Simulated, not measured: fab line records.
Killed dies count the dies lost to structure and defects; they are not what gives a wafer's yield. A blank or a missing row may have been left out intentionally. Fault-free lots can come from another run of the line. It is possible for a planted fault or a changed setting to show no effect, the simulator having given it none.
fab line records	flow n5_finfet
[record] lots = 24	wafers = 72	last_day = 17
route steps=1938 shown WELL_APT@56 FIN_SAQP@97 FIN_CUT@164
lots with no fault: from the same line, run without faults
start_h: the number of hours between the record's first day and the start of the first shown wafer of the lot	wait_h: hours elapsed since this lot's preceding step	" as in the row above	L1.1+2: several wafers, shown together as one row	- value missing, or start not given	* or withheld: withheld	< > ~ a bound
route shown NAME@n: a module of which the file shows steps, and the number in the route of the first	usual: mean/standard deviation taken from wafers without a fault	same: alike in all rows	chamber/n: place in a boat	sites: each site's reading	_std_site: standard deviation of those values	_edge_site: inner sites' mean taken away from outer sites' mean	radius_mm: for every site, how far away it sits from the centre of the wafer	mask NAME#n: copy n	behind: the tool/chamber that last shaped the wafer	hold: why the lot was held/for how many hours/how that ended	device: the n, p or np transistor that did not switch	end of line: the route-end tests of the same wafers	a step with no rows: only its recipe	killed: count of dies lost to structure and defects at first sort (not the wafer's yield)	map: per-die view of a wafer (x killed, . not killed, _ where there is no die)
set.NAME: the setting the step ran with; set.NAME@STEP: the setting that earlier step ran with	model.NAME: the simulator's own value behind a step, which no gauge read
route steps across a sampled set of lots; one table per step, one row per wafer
services: a tool's chamber out of use, with start hour (start_h, from the record's first day; less than 0 if before it), hours out, and reason
[[steps]]
[step N5_WELL_APT_INSPECT_38]
[recipe] inspect_instrument = darkfield	mode = post_epi
[usual] raw_defect_count = 14/5.5
lot.wafer	tool	chamber	start_h	wait_h	raw_defect_count
L074.2	defect_inspect-01	-	16.65	0.4	10
L074.3	"	-	"	"	10
L074.4	"	-	"	"	20
L075.1	defect_inspect-01	-	23.94	0.5	36
L075.5	"	-	"	"	18
L075.6	"	-	"	"	12
L076.3	defect_inspect-02	-	29.06	0.4	23
L076.4	"	-	"	"	16
L076.6	"	-	"	"	12
L077.3	defect_inspect-01	-	34.77	0.3	14
L077.4	"	-	"	"	9
L077.6	"	-	"	"	16
L078.1	defect_inspect-02	-	40.93	0.5	20
L078.5	"	-	"	"	16
L078.6	"	-	"	"	19
L079.2	defect_inspect-02	-	50.16	0.4	16
L079.4	"	-	"	"	9
L079.6	"	-	"	"	16
L080.4	defect_inspect-01	-	54.55	0.3	8
L080.5	"	-	"	"	13
L080.6	"	-	"	"	14
L081.1	defect_inspect-02	-	60.28	0.5	8
L081.2	"	-	"	"	14
L081.5	"	-	"	"	12
L082.1	defect_inspect-01	-	66.60	0.5	16
L082.3	"	-	"	"	11
L082.5	"	-	"	"	18
L083.1	defect_inspect-01	-	70.95	0.5	13
L083.3	"	-	"	"	21
L083.5	"	-	"	"	14
L084.3	defect_inspect-02	-	76.85	0.4	17
L084.4	"	-	"	"	7
L084.5	"	-	"	"	23
L085.1	defect_inspect-02	-	82.73	0.5	21
L085.4	"	-	"	"	9
L085.5	"	-	"	"	8
L086.2	defect_inspect-01	-	88.47	0.4	7
L086.5	"	-	"	"	8
L086.6	"	-	"	"	8
L087.1	defect_inspect-02	-	96.43	0.5	12
L087.4	"	-	"	"	8
L087.5	"	-	"	"	10
L088.2	defect_inspect-02	-	101.36	0.4	13
L088.4	"	-	"	"	14
L088.6	"	-	"	"	15
L089.2	defect_inspect-01	-	106.67	0.4	7
L089.4	"	-	"	"	23
L089.6	"	-	"	"	11
L090.3	defect_inspect-01	-	112.70	0.3	10
L090.5	"	-	"	"	8
L090.6	"	-	"	"	17
L091.1	defect_inspect-01	-	119.20	0.7	7
L091.2	"	-	"	"	12
L091.6	"	-	"	"	9
L092.3	defect_inspect-01	-	125.43	0.3	7
L092.4	"	-	"	"	12
L092.5	"	-	"	"	22
L093.2	defect_inspect-01	-	130.77	0.4	28
L093.4	"	-	"	"	17
L093.5	"	-	"	"	13
L094.1	defect_inspect-02	-	136.92	0.5	5
L094.2	"	-	"	"	14
L094.4	"	-	"	"	13
L095.1	defect_inspect-01	-	142.55	0.5	14
L095.4	"	-	"	"	11
L095.5	"	-	"	"	12
L096.1	defect_inspect-01	-	149.89	0.5	14
L096.2	"	-	"	"	8
L096.3	"	-	"	"	16
L097.1	defect_inspect-01	-	154.80	0.5	28
L097.2	"	-	"	"	18
L097.6	"	-	"	"	34
[step N5_FIN_SAQP_THK_MEAS_05]
[usual] thk_nm = 38.3/0.64
lot.wafer	tool	chamber	start_h	wait_h	thk_nm
L074.2	film_metro-02	-	20.98	0.1	37.9
L074.3	"	-	"	"	38.1
L074.4	"	-	"	"	39.7
L075.1	film_metro-01	-	28.25	0.1	38.1
L075.5	"	-	"	"	38.6
L075.6	"	-	"	"	37.5
L076.3	film_metro-01	-	32.89	0.1	37.4
L076.4	"	-	"	"	37.8
L076.6	"	-	"	"	37.2
L077.3	film_metro-01	-	39.79	0.1	38.8
L077.4	"	-	"	"	38.5
L077.6	"	-	"	"	38.4
L078.1	film_metro-01	-	44.86	0.1	38.3
L078.5	"	-	"	"	38.3
L078.6	"	-	"	"	39.5
L079.2	film_metro-02	-	54.07	0.1	38.5
L079.4	"	-	"	"	38.6
L079.6	"	-	"	"	38.4
L080.4	film_metro-02	-	58.52	0.0	37.6
L080.5	"	-	"	"	38.8
L080.6	"	-	"	"	38.3
L081.1	film_metro-02	-	64.20	0.1	38.7
L081.2	"	-	"	"	37.5
L081.5	"	-	"	"	38.5
L082.1	film_metro-02	-	70.68	0.1	38.3
L082.3	"	-	"	"	37.3
L082.5	"	-	"	"	37.9
L083.1	film_metro-02	-	76.21	0.1	37.7
L083.3	"	-	"	"	38.6
L083.5	"	-	"	"	38.6
L084.3	film_metro-01	-	81.04	0.1	38.2
L084.4	"	-	"	"	38.2
L084.5	"	-	"	"	38.3
L085.1	film_metro-02	-	86.87	0.1	37.7
L085.4	"	-	"	"	39.2
L085.5	"	-	"	"	39.1
L086.2	film_metro-01	-	94.05	0.1	37.6
L086.5	"	-	"	"	39.4
L086.6	"	-	"	"	39.0
L087.1	film_metro-01	-	100.96	0.1	38.5
L087.4	"	-	"	"	38.4
L087.5	"	-	"	"	39.3
L088.2	film_metro-02	-	105.34	0.1	37.6
L088.4	"	-	"	"	38.5
L088.6	"	-	"	"	39.0
L089.2	film_metro-01	-	110.61	0.1	38.0
L089.4	"	-	"	"	38.3
L089.6	"	-	"	"	39.0
L090.3	film_metro-01	-	117.11	0.1	38.2
L090.5	"	-	"	"	39.8
L090.6	"	-	"	"	39.0
L091.1	film_metro-01	-	123.30	0.1	37.9
L091.2	"	-	"	"	37.4
L091.6	"	-	"	"	38.5
L092.3	film_metro-01	-	129.33	0.1	38.6
L092.4	"	-	"	"	39.1
L092.5	"	-	"	"	38.3
L093.2	film_metro-02	-	135.08	0.1	38.4
L093.4	"	-	"	"	38.6
L093.5	"	-	"	"	38.7
L094.1	film_metro-01	-	140.87	0.1	36.4
L094.2	"	-	"	"	37.2
L094.4	"	-	"	"	37.3
L095.1	film_metro-01	-	146.81	0.1	37.1
L095.4	"	-	"	"	37.7
L095.5	"	-	"	"	38.7
L096.1	film_metro-02	-	153.87	0.1	37.1
L096.2	"	-	"	"	37.7
L096.3	"	-	"	"	38.1
L097.1	film_metro-01	-	158.98	0.1	37.2
L097.2	"	-	"	"	37.2
L097.6	"	-	"	"	38.6
[step N5_FIN_SAQP_HM_CD_35]
[recipe] target_cd_nm = 8	polarity = line
[usual] cd_nm = 8.12/0.28
lot.wafer	tool	chamber	start_h	wait_h	cd_nm
L074.2	cd_sem-01	-	27.31	0.1	8.34
L074.3	"	-	"	"	7.83
L074.4	"	-	"	"	7.94
L075.1	cd_sem-03	-	33.07	0.1	8.22
L075.5	"	-	"	"	8.23
L075.6	"	-	"	"	8.03
L076.3	cd_sem-03	-	37.71	0.1	8.49
L076.4	"	-	"	"	7.81
L076.6	"	-	"	"	8.03
L077.3	cd_sem-02	-	46.14	0.1	8.02
L077.4	"	-	"	"	8.37
L077.6	"	-	"	"	8.50
L078.1	cd_sem-01	-	51.61	0.1	7.78
L078.5	"	-	"	"	8.19
L078.6	"	-	"	"	7.99
L079.2	cd_sem-01	-	60.80	0.1	7.81
L079.4	"	-	"	"	8.07
L079.6	"	-	"	"	8.04
L080.4	cd_sem-01	-	64.98	0.1	8.31
L080.5	"	-	"	"	8.40
L080.6	"	-	"	"	7.94
L081.1	cd_sem-02	-	69.56	0.1	8.12
L081.2	"	-	"	"	8.40
L081.5	"	-	"	"	8.05
L082.1	cd_sem-03	-	76.12	0.1	7.97
L082.3	"	-	"	"	7.99
L082.5	"	-	"	"	8.48
L083.1	cd_sem-01	-	81.19	0.1	7.95
L083.3	"	-	"	"	8.21
L083.5	"	-	"	"	8.07
L084.3	cd_sem-01	-	85.77	0.1	8.53
L084.4	"	-	"	"	7.91
L084.5	"	-	"	"	8.34
L085.1	cd_sem-02	-	94.49	0.1	8.36
L085.4	"	-	"	"	7.36
L085.5	"	-	"	"	8.11
L086.2	cd_sem-03	-	99.31	0.1	7.90
L086.5	"	-	"	"	7.90
L086.6	"	-	"	"	7.85
L087.1	cd_sem-02	-	105.91	0.1	8.12
L087.4	"	-	"	"	7.99
L087.5	"	-	"	"	8.26
L088.2	cd_sem-03	-	110.87	0.1	7.95
L088.4	"	-	"	"	8.34
L088.6	"	-	"	"	8.34
L089.2	cd_sem-03	-	115.41	0.1	7.69
L089.4	"	-	"	"	7.71
L089.6	"	-	"	"	7.36
L090.3	cd_sem-01	-	122.28	0.1	8.14
L090.5	"	-	"	"	8.83
L090.6	"	-	"	"	8.23
L091.1	cd_sem-02	-	127.95	0.1	8.36
L091.2	"	-	"	"	8.29
L091.6	"	-	"	"	8.10
L092.3	cd_sem-01	-	135.18	0.1	8.02
L092.4	"	-	"	"	8.35
L092.5	"	-	"	"	8.06
L093.2	cd_sem-03	-	140.23	0.1	8.70
L093.4	"	-	"	"	8.71
L093.5	"	-	"	"	8.25
L094.1	cd_sem-01	-	145.75	0.1	8.49
L094.2	"	-	"	"	7.77
L094.4	"	-	"	"	8.10
L095.1	cd_sem-02	-	151.59	0.1	8.40
L095.4	"	-	"	"	7.75
L095.5	"	-	"	"	7.98
L096.1	cd_sem-02	-	158.99	0.1	8.24
L096.2	"	-	"	"	8.23
L096.3	"	-	"	"	8.29
L097.1	cd_sem-03	-	164.18	0.1	8.61
L097.2	"	-	"	"	8.38
L097.6	"	-	"	"	8.36
[step N5_FIN_SAQP_ETCH_64]
[recipe] chemistry = CF4	target = SiO2	target_depth_a = 15	ion_energy_ev = 350	pressure_mtorr = 10	icp_w = 800	bias_w = 400	cf4_flow_sccm = 80
[usual] drypump_motor_current_A = 5.8/0.44	oes_product_au = 0.992/0.03	throttle_valve_pct = 21.7/0.34
lot.wafer	tool	chamber	start_h	wait_h	drypump_motor_current_A	oes_product_au	rf_hours_counter_h	throttle_valve_pct
L074.2	rie_si-06	1	27.36	0.0	6.1	0.944	125	21.2
L074.3	"	2	"	"	6.0	0.995	117	21.9
L074.4	"	0	"	"	5.6	0.986	105	21.9
L075.1	rie_si-06	0	33.12	0.0	5.7	0.994	105	21.9
L075.5	"	3	"	"	5.9	0.995	-	21.0
L075.6	"	2	"	"	6.0	0.982	-	21.9
L076.3	rie_si-03	3	37.75	0.0	5.6	0.990	57	21.5
L076.4	"	1	"	"	6.5	0.964	173	21.7
L076.6	"	2	"	"	5.5	1.025	-	22.1
L077.3	rie_si-03	3	46.18	0.0	5.6	0.996	57	21.5
L077.4	"	1	"	"	6.5	0.961	173	21.7
L077.6	"	3	"	"	5.6	1.004	-	21.5
L078.1	rie_si-03	1	51.66	0.0	6.5	0.971	173	21.7
L078.5	"	3	"	"	5.6	0.991	-	21.5
L078.6	"	2	"	"	5.5	1.020	-	22.1
L079.2	rie_si-06	0	60.84	0.0	5.6	0.987	106	21.9
L079.4	"	3	"	"	5.9	0.989	135	21.0
L079.6	"	1	"	"	6.1	0.943	-	21.2
L080.4	rie_si-06	3	65.02	0.0	5.9	0.991	136	21.0
L080.5	"	0	"	"	5.6	0.992	-	21.9
L080.6	"	1	"	"	6.1	0.957	-	21.2
L081.1	rie_si-04	3	69.61	0.0	5.9	1.013	179	21.5
L081.2	"	2	"	"	6.1	1.037	172	21.6
L081.5	"	3	"	"	5.9	1.012	-	21.5
L082.1	rie_si-06	1	76.17	0.0	6.1	0.956	126	21.2
L082.3	"	0	"	"	5.6	0.988	106	21.9
L082.5	"	0	"	"	5.6	0.991	-	21.9
L083.1	rie_si-03	0	81.24	0.0	5.1	0.931	4	22.3
L083.3	"	2	"	"	5.4	1.022	24	22.1
L083.5	"	3	"	"	5.6	0.997	-	21.5
L084.3	rie_si-03	0	85.81	0.0	5.1	0.923	4	22.3
L084.4	"	3	"	"	5.6	0.991	57	21.5
L084.5	"	2	"	"	5.4	1.026	-	22.1
L085.1	rie_si-03	1	94.54	0.0	6.5	0.970	174	21.7
L085.4	"	2	"	"	5.5	1.025	24	22.1
L085.5	"	1	"	"	6.5	0.961	-	21.7
L086.2	rie_si-03	2	99.36	0.0	5.4	1.015	24	22.1
L086.5	"	0	"	"	5.1	0.935	-	22.3
L086.6	"	3	"	"	5.6	0.989	-	21.5
L087.1	rie_si-04	3	105.96	0.0	5.9	1.003	180	21.5
L087.4	"	2	"	"	6.1	1.048	173	21.6
L087.5	"	1	"	"	5.1	0.999	-	21.6
L088.2	rie_si-06	0	110.91	0.0	5.6	0.997	107	21.9
L088.4	"	3	"	"	5.9	0.991	-	21.0
L088.6	"	2	"	"	6.0	1.009	-	21.9
L089.2	rie_si-03	1	115.45	0.0	6.5	0.966	175	21.7
L089.4	"	2	"	"	5.4	1.020	24	22.1
L089.6	"	1	"	"	6.5	0.976	-	21.7
L090.3	rie_si-03	1	122.32	0.0	6.5	0.966	175	21.7
L090.5	"	3	"	"	5.6	0.989	-	21.5
L090.6	"	2	"	"	5.4	1.017	-	22.1
L091.1	rie_si-06	1	128.00	0.0	6.1	0.945	127	21.2
L091.2	"	3	"	"	5.9	0.987	137	21.0
L091.6	"	2	"	"	6.0	1.003	-	21.9
L092.3	rie_si-03	0	135.23	0.0	5.1	0.930	5	22.3
L092.4	"	1	"	"	6.5	0.969	175	21.7
L092.5	"	1	"	"	6.5	0.975	-	21.7
L093.2	rie_si-04	0	140.28	0.0	6.4	1.023	127	21.8
L093.4	"	3	"	"	5.8	0.998	181	21.5
L093.5	"	3	"	"	5.8	1.003	-	21.5
L094.1	rie_si-04	0	145.80	0.0	6.4	1.013	127	21.8
L094.2	"	2	"	"	6.1	1.033	173	21.6
L094.4	"	3	"	"	5.9	0.997	181	21.5
L095.1	rie_si-04	2	151.64	0.0	6.1	1.027	174	21.6
L095.4	"	0	"	"	6.4	1.023	127	21.8
L095.5	"	1	"	"	5.1	0.997	-	21.6
L096.1	rie_si-04	2	159.04	0.0	6.1	1.027	174	21.6
L096.2	"	1	"	"	5.1	0.996	73	21.6
L096.3	"	0	"	"	6.4	1.018	127	21.7
L097.1	rie_si-04	2	164.22	0.0	6.1	1.043	174	21.6
L097.2	"	3	"	"	5.9	1.017	181	21.5
L097.6	"	3	"	"	5.8	1.004	-	21.5
[step N5_FIN_CUT_OVL_MEAS_09]
[recipe] points_per_wafer = 522
[usual] FIN_CUT_OVL = -0.2/0.52
lot.wafer	tool	chamber	start_h	wait_h	FIN_CUT_OVL[nm]
L074.2	overlay-01	0	27.97	0.0	-0.7
L074.3	"	0	"	"	0.7
L074.4	"	0	"	"	-0.8
L075.1	overlay-02	0	33.72	0.0	-0.6
L075.5	"	0	"	"	-1.1
L075.6	"	0	"	"	0.1
L076.3	overlay-02	0	38.50	0.0	-0.1
L076.4	"	0	"	"	-0.9
L076.6	"	0	"	"	-0.3
L077.3	overlay-01	0	46.92	0.0	-0.4
L077.4	"	0	"	"	-0.5
L077.6	"	0	"	"	-0.3
L078.1	overlay-02	0	52.40	0.0	0.0
L078.5	"	0	"	"	-0.1
L078.6	"	0	"	"	0.1
L079.2	overlay-02	0	61.59	0.0	-0.5
L079.4	"	0	"	"	-0.7
L079.6	"	0	"	"	0.6
L080.4	overlay-02	0	65.77	0.0	-0.5
L080.5	"	0	"	"	-0.5
L080.6	"	0	"	"	-0.8
L081.1	overlay-02	0	70.34	0.0	-0.2
L081.2	"	0	"	"	-0.3
L081.5	"	0	"	"	-0.8
L082.1	overlay-02	0	76.77	0.0	0.6
L082.3	"	0	"	"	-0.1
L082.5	"	0	"	"	-0.2
L083.1	overlay-02	0	81.84	0.0	-0.5
L083.3	"	0	"	"	-0.1
L083.5	"	0	"	"	0.3
L084.3	overlay-01	0	86.56	0.0	-0.4
L084.4	"	0	"	"	-0.7
L084.5	"	0	"	"	-0.3
L085.1	overlay-02	0	95.15	0.0	-0.1
L085.4	"	0	"	"	-0.4
L085.5	"	0	"	"	-0.5
L086.2	overlay-02	0	100.09	0.0	-0.5
L086.5	"	0	"	"	0.4
L086.6	"	0	"	"	-0.7
L087.1	overlay-01	0	106.69	0.0	0.4
L087.4	"	0	"	"	0.2
L087.5	"	0	"	"	0.2
L088.2	overlay-02	0	111.53	0.0	0.4
L088.4	"	0	"	"	-0.1
L088.6	"	0	"	"	0.1
L089.2	overlay-02	0	116.06	0.0	-0.8
L089.4	"	0	"	"	-0.1
L089.6	"	0	"	"	-0.2
L090.3	overlay-01	0	123.06	0.0	0.1
L090.5	"	0	"	"	-0.1
L090.6	"	0	"	"	0.3
L091.1	overlay-02	0	128.73	0.0	0.4
L091.2	"	0	"	"	0.0
L091.6	"	0	"	"	0.5
L092.3	overlay-02	0	135.97	0.0	-0.8
L092.4	"	0	"	"	-0.5
L092.5	"	0	"	"	-1.3
L093.2	overlay-01	0	141.01	0.0	-1.1
L093.4	"	0	"	"	-1.3
L093.5	"	0	"	"	-0.6
L094.1	overlay-01	0	146.53	0.0	0.0
L094.2	"	0	"	"	0.4
L094.4	"	0	"	"	0.9
L095.1	overlay-02	0	152.24	0.0	-0.4
L095.4	"	0	"	"	0.1
L095.5	"	0	"	"	-1.1
L096.1	overlay-01	0	159.67	0.0	-0.6
L096.2	"	0	"	"	-1.0
L096.3	"	0	"	"	-0.8
L097.1	overlay-02	0	164.95	0.0	-0.7
L097.2	"	0	"	"	-0.2
L097.6	"	0	"	"	-0.1
[step N5_FIN_CUT_ETCH_20]
[recipe] chemistry = CF4	target = SiARC	target_depth_a = 260	mask_material = CAR-EUV	time_s = 43.3	ion_energy_ev = 80	pressure_mtorr = 40	source_w = 545	bias_w = 36	Ar_flow_sccm = 100	cf4_flow_sccm = 100	ends = cleared
[usual] drypump_motor_current_A = 5.7/0.48	etch_rf_on_time_s = 42.6/1.1	oes_product_au = 0.70/0.07	rf_vpp_V = 184.1/0.99	showerhead_plenum_p_Torr = 2.14/0.048	throttle_valve_pct = 15.49/0.25
lot.wafer	tool	chamber	start_h	wait_h	drypump_motor_current_A	etch_rf_on_time_s	oes_product_au	rf_hours_counter_h	rf_vpp_V	showerhead_plenum_p_Torr	throttle_valve_pct
L074.2	rie_diel-05	2	28.11	0.0	5.9	41.7	0.75	52	185.1	2.18	15.33
L074.3	"	1	"	"	5.7	42.3	0.67	111	184.7	2.23	15.36
L074.4	"	0	"	"	5.8	44.1	0.64	175	183.9	2.14	15.62
L075.1	rie_diel-03	3	33.87	0.0	6.6	41.4	0.76	43	185.6	2.18	15.32
L075.5	"	0	"	"	5.3	42.3	0.78	-	183.5	2.10	15.38
L075.6	"	1	"	"	4.8	43.8	0.60	-	183.2	2.20	15.88
L076.3	rie_diel-03	2	38.63	0.0	5.7	42.8	0.63	188	184.2	2.22	15.66
L076.4	"	3	"	"	6.6	41.3	0.76	44	183.6	2.18	15.33
L076.6	"	3	"	"	6.6	41.4	0.76	-	184.5	2.18	15.30
L077.3	rie_diel-03	2	47.06	0.0	5.8	43.5	0.62	191	185.1	2.22	15.67
L077.4	"	1	"	"	4.8	44.0	0.60	232	185.3	2.20	15.88
L077.6	"	2	"	"	5.7	43.3	0.62	-	184.2	2.22	15.65
L078.1	rie_diel-05	3	52.55	0.0	6.4	41.5	0.75	50	182.4	2.11	15.74
L078.5	"	3	"	"	6.4	41.4	0.75	-	183.0	2.11	15.74
L078.6	"	0	"	"	5.8	43.3	0.64	-	181.9	2.13	15.62
L079.2	rie_diel-05	1	61.73	0.0	5.6	42.5	0.67	121	185.3	2.22	15.37
L079.4	"	2	"	"	5.9	41.7	0.74	63	185.0	2.17	15.34
L079.6	"	0	"	"	5.8	44.7	0.63	-	184.0	2.13	15.64
L080.4	rie_diel-05	0	65.90	0.0	5.9	44.3	0.63	187	185.2	2.13	15.63
L080.5	"	2	"	"	5.9	41.9	0.74	-	182.2	2.17	15.34
L080.6	"	3	"	"	6.4	42.6	0.73	-	183.8	2.11	15.74
L081.1	rie_diel-02	0	70.49	0.0	5.4	40.4	0.84	14	184.1	2.10	14.95
L081.2	"	2	"	"	6.4	43.3	0.64	132	184.8	2.15	15.71
L081.5	"	3	"	"	5.4	43.9	0.65	-	185.3	2.12	15.61
L082.1	rie_diel-02	3	76.92	0.0	5.4	44.1	0.65	135	184.2	2.12	15.62
L082.3	"	2	"	"	6.4	43.6	0.63	134	184.8	2.14	15.73
L082.5	"	0	"	"	5.4	41.2	0.83	-	184.2	2.10	14.96
L083.1	rie_diel-02	1	81.99	0.0	5.7	42.0	0.73	62	183.4	2.08	15.37
L083.3	"	3	"	"	5.4	43.8	0.65	137	183.4	2.12	15.62
L083.5	"	0	"	"	5.4	41.2	0.81	-	185.5	2.10	14.97
L084.3	rie_diel-03	3	86.82	0.0	6.6	41.2	0.74	57	185.6	2.17	15.35
L084.4	"	2	"	"	5.7	42.5	0.62	201	184.8	2.21	15.68
L084.5	"	2	"	"	5.7	42.7	0.62	-	184.2	2.21	15.67
L085.1	rie_diel-02	2	95.30	0.0	6.4	44.2	0.62	140	183.1	2.14	15.73
L085.4	"	1	"	"	5.7	42.5	0.71	65	182.9	2.08	15.38
L085.5	"	3	"	"	5.4	44.3	0.64	-	182.6	2.11	15.64
L086.2	rie_diel-02	1	100.26	0.0	5.7	42.3	0.72	68	184.6	2.08	15.39
L086.5	"	1	"	"	5.7	42.2	0.72	-	183.9	2.08	15.37
L086.6	"	0	"	"	5.4	41.2	0.82	-	183.9	2.09	14.98
L087.1	rie_diel-03	3	106.83	0.0	6.6	41.1	0.74	64	184.8	2.17	15.36
L087.4	"	2	"	"	5.7	42.3	0.62	207	184.3	2.21	15.71
L087.5	"	2	"	"	5.7	42.5	0.62	-	186.6	2.21	15.71
L088.2	rie_diel-05	0	111.67	0.0	5.9	42.7	0.63	201	184.7	2.13	15.66
L088.4	"	2	"	"	5.9	40.2	0.75	74	182.6	2.17	15.36
L088.6	"	2	"	"	5.9	40.9	0.73	-	184.8	2.17	15.36
L089.2	rie_diel-02	1	116.20	0.0	5.7	42.4	0.71	73	182.9	2.08	15.41
L089.4	"	3	"	"	5.4	44.2	0.64	146	182.8	2.11	15.65
L089.6	"	0	"	"	5.4	40.9	0.80	-	183.9	2.09	14.99
L090.3	rie_diel-02	0	123.20	0.0	5.4	41.0	0.80	31	184.9	2.09	14.99
L090.5	"	2	"	"	6.5	43.7	0.62	-	182.7	2.14	15.75
L090.6	"	1	"	"	5.7	42.2	0.72	-	181.9	2.08	15.39
L091.1	rie_diel-03	3	129.06	0.0	6.7	41.9	0.72	72	185.1	2.17	15.37
L091.2	"	0	"	"	5.3	43.0	0.73	63	184.5	2.09	15.43
L091.6	"	1	"	"	4.8	42.7	0.84	-	183.5	2.19	15.36
L092.3	rie_diel-05	0	136.10	0.0	5.8	45.0	0.61	210	183.0	2.12	15.67
L092.4	"	0	"	"	5.8	44.9	0.61	-	183.7	2.12	15.67
L092.5	"	2	"	"	5.9	41.7	0.73	-	184.6	2.17	15.38
L093.2	rie_diel-03	0	141.39	0.0	5.3	42.4	0.73	66	183.5	2.09	15.43
L093.4	"	3	"	"	6.6	42.1	0.72	76	183.9	2.17	15.39
L093.5	"	0	"	"	5.3	42.3	0.74	-	184.4	2.09	15.44
L094.1	rie_diel-05	1	146.77	0.0	5.7	42.4	0.65	150	186.0	2.21	15.41
L094.2	"	0	"	"	5.9	44.3	0.61	215	184.0	2.12	15.69
L094.4	"	3	"	"	6.4	41.9	0.72	74	184.2	2.10	15.78
L095.1	rie_diel-05	2	152.57	0.0	5.9	42.4	0.71	89	183.7	2.17	15.40
L095.4	"	0	"	"	5.8	44.5	0.61	217	185.2	2.12	15.71
L095.5	"	2	"	"	5.9	41.6	0.72	-	184.3	2.17	15.39
L096.1	rie_diel-02	0	159.93	0.0	5.4	41.8	0.77	41	184.1	2.09	15.01
L096.2	"	1	"	"	5.7	42.9	0.70	86	182.2	2.07	15.42
L096.3	"	2	"	"	6.4	44.1	0.61	157	184.0	2.14	15.77
L097.1	rie_diel-05	1	165.10	0.0	5.6	42.6	0.65	155	184.6	2.21	15.41
L097.2	"	0	"	"	5.8	44.9	0.61	219	183.8	2.12	15.69
L097.6	"	2	"	"	5.8	42.0	0.71	-	183.8	2.16	15.42
[[services]]
tool	chamber	start_h	hours	kind
rie_diel-03	2	8.25	2.8	repair
rie_diel-05	3	11.97	4.0	repair
rie_diel-02	3	13.30	5.3	repair
rie_diel-02	3	22.54	6.3	repair
rie_si-04	2	24.06	12.7	repair
rie_si-03	-	53.19	14.6	pm
rie_si-04	-	80.68	0.2	repair
rie_si-06	-	83.44	14.6	pm
rie_diel-02	-	89.59	0.7	repair
rie_diel-02	2	95.78	4.7	repair
rie_diel-02	3	97.68	4.5	repair
rie_diel-03	1	109.14	-	clean
rie_diel-03	1	109.14	-	consumable_replace:focus_ring
rie_diel-03	1	109.14	17.6	scheduled_down
rie_diel-03	1	109.14	17.6	vent_cycle
rie_si-06	1	110.26	2.6	repair
rie_diel-02	3	119.31	7.9	repair
rie_diel-05	-	122.19	0.2	repair
rie_diel-05	3	129.67	16.7	repair
rie_si-06	3	140.30	4.8	repair
rie_si-06	3	148.23	3.2	repair
rie_diel-05	-	159.80	1.1	repair
[[key]]
fault none
